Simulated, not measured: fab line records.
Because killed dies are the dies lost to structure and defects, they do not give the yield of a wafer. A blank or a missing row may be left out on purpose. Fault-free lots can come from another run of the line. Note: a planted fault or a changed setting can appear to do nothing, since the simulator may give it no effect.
What tool caused it? | flow nand_harc | 18 wafers from 6 lots sampled at 5 of the route's 1302 steps

== WHAT THE GAUGES READ, wafer by wafer ==
NHARC_END_SORT_01.
lot  | measured     | on        | killed_at_other
L999 | day 25 15:43 | prober-02 | 0 0 2
L108 | day 28 22:08 | prober-02 | 0 2 2
L115 | day 31 17:20 | prober-02 | 0 0 2
L117 | day 32 11:26 | prober-01 | 1 0 0

== EACH LOT AND THE TOOL THAT RAN IT (in order: tool; ch and the chambers of the sampled wafers; start) ==
lot  | NHARC_P_M0_PRE_CLEAN_29      | NHARC_THIN_TSV_PVD_19                   | NHARC_THIN_TSV_PVD_51                   | NHARC_THIN_TSV_ANNEAL_52
L999 | pvd_sputter-02, day 6 19:13  | pvd_sputter-02, day 25 01:23 or earlier | pvd_sputter-02, day 25 01:23 or earlier | rtp_anneal-01 ch 0, day 25 01:23
L105 | pvd_sputter-03, day 8 16:22  | pvd_sputter-03, day 26 20:26 or earlier | pvd_sputter-03, day 26 20:26 or earlier | rtp_anneal-01 ch 0, day 26 20:26
L108 | pvd_sputter-03, day 9 16:59  | pvd_sputter-01, day 28 08:11 or earlier | pvd_sputter-01, day 28 08:11 or earlier | rtp_anneal-02 ch 0, day 28 08:11
L115 | pvd_sputter-03, day 13 02:17 | pvd_sputter-02, day 31 04:47 or earlier | pvd_sputter-02, day 31 04:47 or earlier | rtp_anneal-02 ch 0, day 31 04:47
L117 | pvd_sputter-03, day 13 16:25 | pvd_sputter-03, day 31 19:44 or earlier | pvd_sputter-03, day 31 19:44 or earlier | rtp_anneal-02 ch 0, day 31 19:44
L121 | pvd_sputter-03, day 15 08:21 | pvd_sputter-03, day 33 11:54 or earlier | pvd_sputter-03, day 33 11:54 or earlier | rtp_anneal-01 ch 0, day 33 11:54
- NHARC_P_M0_PRE_CLEAN_29: time 30 s.
- NHARC_THIN_TSV_PVD_19: deposits TaN, target thk 20 nm.
- NHARC_THIN_TSV_PVD_51: deposits Cu, target thk 100 nm.
- NHARC_THIN_TSV_ANNEAL_52: time 90 s.

== THE ANSWER, worked out from the rows above alone ==
Rule: the usual values come from the lots themselves. Put in order of their means at a reading, lots are off if they are a third of the lots or fewer, leave a main group of 4 or more, and stand apart from it by a gap of 3 or more times the standard deviation of the main group's means; of several such gaps the widest counts. If all means in a main group match to the digits the tables above print for the reading, that group is not used. Also off: a lot with no number at a reading for which 4 or more lots have one. Where the step has rows for the other lots, those lots are counted as sound.
No lot is off on any of the readings shown, so nothing can be concluded from this.

== WHAT THE SIMULATOR PUT IN ==
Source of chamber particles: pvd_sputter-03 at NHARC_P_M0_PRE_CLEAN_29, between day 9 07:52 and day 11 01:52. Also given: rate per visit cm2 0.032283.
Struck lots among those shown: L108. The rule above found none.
